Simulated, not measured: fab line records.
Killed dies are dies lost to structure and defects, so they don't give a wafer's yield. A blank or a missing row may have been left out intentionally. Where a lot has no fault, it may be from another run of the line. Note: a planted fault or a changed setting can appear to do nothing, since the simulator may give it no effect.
Struck lot and sound lot, side by side + flow nand-harc + 15 steps out of a route of 1302
Sound: wafers L313.2, L313.3, L313.4. Wafers L314.2, L314.3, L314.5 were the ones struck. The cause is named last.
Order at every step that has rows: each side's tool, ch and its chambers, its first start. Under that, the readings that differ: sound wafers + struck wafers + difference of the means + sigmas: that difference in standard deviations of wafers without a fault.
alike: a reading whose means differ by less than 2 such deviations, as well as words and numbers matching on both sides. not compared: withheld readings; readings where some wafer has no value; bounds like >300 that might hide an equal value; numbers whose values overlap and for which the record gives no deviation.
A row with sigmas, a row that says differs or no value, or rows on one side alone: a step with any of these is where the two part. Numbers that don't overlap but have no deviation are shown without sigmas and don't part them. Lack of a reading on every wafer of one side parts them only where that side has two or more wafers.

first, 3 steps without rows for these wafers: NHARC_P_GATE_EXPOSE_08 (exposes mask P HV); NHARC_P_GATE_PEB_09 (peb time 85 s); NHARC_P_GATE_DEVELOP_10 (time 70 s).
NHARC_P_GATE_CD_MEAS_11: the cd target is 1640 nm.
  sound on cd-sem-02 ch 0, day 9 15:18; struck on cd-sem-03 ch 0, day 10 07:18
  alike: cd-nm
then, 1 step without rows for these wafers: NHARC_P_GATE_HARDBAKE_12 (time 80 s).
NHARC_P_GATE_DESCUM_13: chemistry O2, time 3 s.
  sound on rie-diel-07 ch 1,2,3, day 9 15:28; struck on rie-diel-10 ch 0,1, day 10 07:28
  alike: drypump-motor-current-A, oes-product-au, rf-vpp-V, showerhead-plenum-p-Torr, throttle-valve-pct
  not compared: rf-hours-counter-h
then, 6 steps without rows for these wafers: NHARC_P_GATE_ETCH_14 (etches SiO2 in dHF, target depth 48.8 nm); NHARC_P_GATE_STRIP_15 (strips in SPM, time 780 s); NHARC_P_GATE_PRECLEAN_71 (cleans in SC1); NHARC_P_GATE_SRD_72; NHARC_P_GATE_OXIDE_16 (material SiO2, target thk 3 nm, ox time 392 s); NHARC_P_GATE_CVD_17 (deposits poly-Si, target thk 150 nm, time 900 s).
NHARC_P_GATE_HM_DEP_102: deposits aC, target thk 120 nm.
  sound on acl-dep-03 ch 0, day 10 04:35; struck on acl-dep-01 ch 0, day 11 01:15
  alike: throttle-valve-pct
NHARC_P_GATE_DEP_103: deposits SiON, target thk 30 nm.
  sound on pecvd-01 ch 0,1,2, day 10 05:10; struck on pecvd-03 ch 0,1,2, day 11 01:51
  alike: heater-power-w
-- jump in the record: it breaks off in module P_GATE and resumes in module END (first step shown: number 1302 of the route), and 19 days separate the struck wafers' starts before and after --
NHARC_END_SORT_01:
  sound on prober-01 ch 0, day 29 13:05; struck on prober-02 ch 0, day 30 03:40
  alike: killed-at-array, killed-at-other, killed-at-periphery, killed-dies, killed-open, killed-short

== WHERE THEY PART ==
Nowhere in this record.

WHY: the cause the simulator had injected
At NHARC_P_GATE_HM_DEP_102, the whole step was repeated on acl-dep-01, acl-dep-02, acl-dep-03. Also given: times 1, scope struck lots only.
